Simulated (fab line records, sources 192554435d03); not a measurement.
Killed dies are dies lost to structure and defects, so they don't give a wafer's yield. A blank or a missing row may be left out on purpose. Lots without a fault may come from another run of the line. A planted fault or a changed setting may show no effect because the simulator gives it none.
A struck lot beside a sound one | flow n5_finfet | 17 steps out of a route of 1938
Sound: wafers L621.1, L621.4, L621.5. Struck: wafer L615.3. (L615.2 of the same lot was not struck and is left out.) The cause comes at the end.
At each step with rows: each side's tool, then ch and its chambers, then its first start. Under that, the readings that differ: sound wafers | struck wafers | difference of the means | sigmas: that difference in standard deviations of wafers without a fault.
alike: readings whose means differ by less than 2 such deviations, and words and numbers that are the same on both sides. not compared: withheld readings, readings that some wafer has no value for, bounds like >300 that may hide the same value, and numbers for which the record gives no deviation and whose values overlap.
The two part at a step that has a row with sigmas, a row that says differs or no value, or rows on one side only. Numbers that don't overlap but have no deviation are shown without sigmas and don't part them. A reading that every wafer of one side lacks parts them only if that side has two wafers or more.

first, 4 steps without rows for these wafers: N5_BEOL_M11_HM_STRIP_39 (strips TiN in peroxide tin strip, target depth 25 nm, time 158 s); N5_BEOL_M11_SRD_40 (time 30 s); N5_BEOL_M11_PRECLEAN_42 (cleans in residue remover, time 60 s); N5_BEOL_M11_SRD_43 (time 30 s).
N5_BEOL_M11_CD_MEAS_35: target cd 70 nm.
  sound on cd_sem-02, day 14 17:02; struck on cd_sem-01, day 13 07:41
  alike: cd_nm
N5_BEOL_M11_CURE_72: cures SiCOH lowk, time 120 s.
  sound on uv_cure-03 ch 1, day 14 17:05; struck on uv_cure-03 ch 1, day 13 07:49
  alike: lamp_power_pct, wafer_temp_C_max
N5_BEOL_M11_DEGAS_44: time 60 s.
  sound on pvd_sputter-03, day 14 18:20; struck on pvd_sputter-01, day 13 08:37
  alike: heater_power_w
N5_BEOL_M11_PRE_CLEAN_45: time 30 s.
  sound on pvd_sputter-03, day 14 18:23; struck on pvd_sputter-01, day 13 08:39
  alike: heater_power_w
N5_BEOL_M11_ALD_74: deposits TaN, target thk 2 nm, pulse time 2 s, purge time 3 s.
  sound on ald_metal-01 ch 1,3, day 14 18:26; struck on ald_metal-01 ch 3, day 13 08:46
  alike: heater_power_w, mfc_carrier_sccm
then, 2 steps without rows for these wafers: N5_BEOL_M11_SURFACE_TREAT_76; N5_BEOL_M11_CVD_75 (deposits Co from CCTBA/H2, target thk 2 nm, time 138.9 s).
N5_BEOL_M11_SPUTTER_48: material Cu, target thk 12 nm, time 2 s.
  sound on pvd_sputter-01, day 14 18:55; struck on pvd_sputter-02, day 13 09:38
  alike: throttle_valve_pct
N5_BEOL_M11_ECD_50: material Cu, target thk 318 nm.
  sound on ecd_cu-01 ch 0,1, day 14 19:02; struck on ecd_cu-02 ch 0, day 13 09:45
  reading                                 | sound           | struck | difference | sigmas
  model.Cu_of_BEOL_M11_ECD_50.thk_nm (nm) | 319 319.8 319.6 | 245.4  | -74.1      |
then, 1 step without rows for these wafers: N5_BEOL_M11_ANNEAL_51 (time 90 s).
N5_BEOL_M11_CMP_52: polishes, stops on SiCOH lowk, t overpolish 7 s, target thk 140 nm.
  sound on cmp-03 ch 1,2, day 14 19:32; struck on cmp-01 ch 1, day 13 10:18
  reading                | sound    | struck | difference | sigmas
  time_to_endpoint_s (s) | 62 68 69 | 46     | -20        | -5
  alike: motor_current_A, slurry_filter_dp_kPa
N5_BEOL_M11_THK_MEAS_53: measures by xrf.
  sound on film_metro-02, day 14 19:47; struck on film_metro-02, day 13 10:34
  alike: M11_THK
N5_PASSIVATION_PROBE_49:
  the record has rows for the sound wafers here (prober-01, day 16 08:23) and none for the struck ones

WHERE THEY PART
First at N5_BEOL_M11_CMP_52; last, within this record, at N5_PASSIVATION_PROBE_49.

WHY: what the simulator had put in
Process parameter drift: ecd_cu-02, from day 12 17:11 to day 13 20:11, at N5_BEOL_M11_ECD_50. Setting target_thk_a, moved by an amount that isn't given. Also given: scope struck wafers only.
